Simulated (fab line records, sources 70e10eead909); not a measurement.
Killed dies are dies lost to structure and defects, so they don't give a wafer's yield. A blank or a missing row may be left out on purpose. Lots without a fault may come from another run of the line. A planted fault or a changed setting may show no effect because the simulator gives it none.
A struck lot beside a sound one | flow nand_harc | 15 steps out of a route of 1159
Sound: wafers L870.1, L870.2, L870.3. Struck: wafer L877.4. (L877.3, L877.5 of the same lot were not struck and are left out.) The cause comes at the end.
At each step with rows: each side's tool, then ch and its chambers, then its first start. Under that, the readings that differ: sound wafers | struck wafers | difference of the means | sigmas: that difference in standard deviations of wafers without a fault.
alike: readings whose means differ by less than 2 such deviations, and words and numbers that are the same on both sides. not compared: withheld readings, readings that some wafer has no value for, bounds like >300 that may hide the same value, and numbers for which the record gives no deviation and whose values overlap.
The two part at a step that has a row with sigmas, a row that says differs or no value, or rows on one side only. Numbers that don't overlap but have no deviation are shown without sigmas and don't part them. A reading that every wafer of one side lacks parts them only if that side has two wafers or more.

first, 5 steps without rows for these wafers: NHARC_A_CONTACT_SOFTBAKE_37 (time 55 s); NHARC_A_CONTACT_EBR_38; NHARC_A_CONTACT_EXPOSE_39 (exposes mask A CC 3); NHARC_A_CONTACT_PEB_40 (peb time 65 s); NHARC_A_CONTACT_DEVELOP_41 (develop time 35 s).
NHARC_A_CONTACT_CD_MEAS_42: target cd 200 nm.
  sound on cd_sem-02 ch 0, day 16 16:20; struck on cd_sem-01 ch 0, day 18 14:47
  alike: cd_nm
NHARC_A_CONTACT_OVL_MEAS_43:
  sound on overlay-02, day 16 16:25; struck on overlay-02, day 18 14:53
  alike: overlay_x_nm, overlay_y_nm
NHARC_A_CONTACT_INSPECT_44:
  sound on defect_inspect-01, day 16 16:28; struck on defect_inspect-02, day 18 14:56
  alike: raw_defect_count
NHARC_A_CONTACT_DESCUM_47: chemistry O2, time 3 s.
  sound on rie_diel-04 ch 0,2,3, day 16 16:32; struck on rie_diel-04 ch 1, day 18 14:59
  reading                | sound             | struck | difference | sigmas
  oes_product_au (a.u.)  | 1.021 0.995 1.002 | 0.971  | -0.035     | -3
  rf_hours_counter_h (h) | 12 11 11          | 20     | +9         |
  alike: drypump_motor_current_A, rf_vpp_V, showerhead_plenum_p_Torr, throttle_valve_pct
NHARC_A_CONTACT_ETCH_48: etches the open film in CF4, target depth 39 nm, time 65 s.
  sound on rie_diel-04 ch 0,2,3, day 16 16:37; struck on rie_diel-04 ch 0, day 18 15:04
  reading                | sound                | struck | difference | sigmas
  rf_hours_counter_h (h) | 11 11 12             | 20     | +9         |
  throttle_valve_pct (%) | 13.298 13.301 13.307 | 13.285 | -0.017     | -2
  alike: cf4_flow_sccm, drypump_motor_current_A, oes_product_au, rf_vpp_V, run_length_s, showerhead_plenum_p_Torr
NHARC_A_CONTACT_ETCH_49: etches the open film in N2/H2, target depth 260 nm, time 475.3 s.
  sound on rie_diel-04 ch 0,1,2; struck on rie_diel-04 ch 2
  reading                | sound    | struck | difference | sigmas
  rf_hours_counter_h (h) | 11 11 11 | 20     | +9         |
  alike: drypump_motor_current_A, n2_flow_sccm, oes_product_au, rf_vpp_V, run_length_s, showerhead_plenum_p_Torr, throttle_valve_pct
NHARC_A_CONTACT_ETCH_50: etches the open film in CF4/CHF3, target depth 84.7 nm, time 42.4 s.
  sound on rie_diel-04 ch 0,1,2; struck on rie_diel-04 ch 2
  reading                | sound                | struck | difference | sigmas
  rf_hours_counter_h (h) | 12 12 11             | 20     | +8         |
  throttle_valve_pct (%) | 16.807 16.820 16.817 | 16.793 | -0.022     | -2
  alike: cf4_flow_sccm, drypump_motor_current_A, oes_product_au, rf_vpp_V, run_length_s, showerhead_plenum_p_Torr
NHARC_A_CONTACT_ETCH_51: etches the open film in O2/COS, target depth 3600 nm, time 936 s.
  sound on rie_diel-04 ch 0,1,3, day 16 17:07; struck on rie_diel-04 ch 0, day 18 15:35
  reading                | sound             | struck | difference | sigmas
  rf_hours_counter_h (h) | 11 13 12          | 20     | +8         |
  run_length_s (s)       | 956.8 957.7 957.2 | 673.9  | -283.3     | -99 or more
  alike: drypump_motor_current_A, oes_product_au, rf_vpp_V, showerhead_plenum_p_Torr, throttle_valve_pct
NHARC_A_CONTACT_ETCH_111: etches the open film in C4F8/O2/Ar, time 140 s, target depth 700 nm.
  sound on har_cap_etch-01 ch 0,1, day 16 17:47; struck on har_cap_etch-01 ch 1, day 18 16:18
  alike: run_length_s
  not compared: rf_hours_counter_h
-- the record jumps here: 3 days lie between the struck wafers' starts before and after (it left off in module A_CONTACT and takes up again in module END, whose first step shown is number 1159 of the route) --
NHARC_END_SORT_01:
  the record has rows for the struck wafers here (prober-01 ch 0, day 22 03:43) and none for the sound ones

WHERE THEY PART
First at NHARC_A_CONTACT_DESCUM_47; last, within this record, at NHARC_END_SORT_01.

WHY: what the simulator had put in
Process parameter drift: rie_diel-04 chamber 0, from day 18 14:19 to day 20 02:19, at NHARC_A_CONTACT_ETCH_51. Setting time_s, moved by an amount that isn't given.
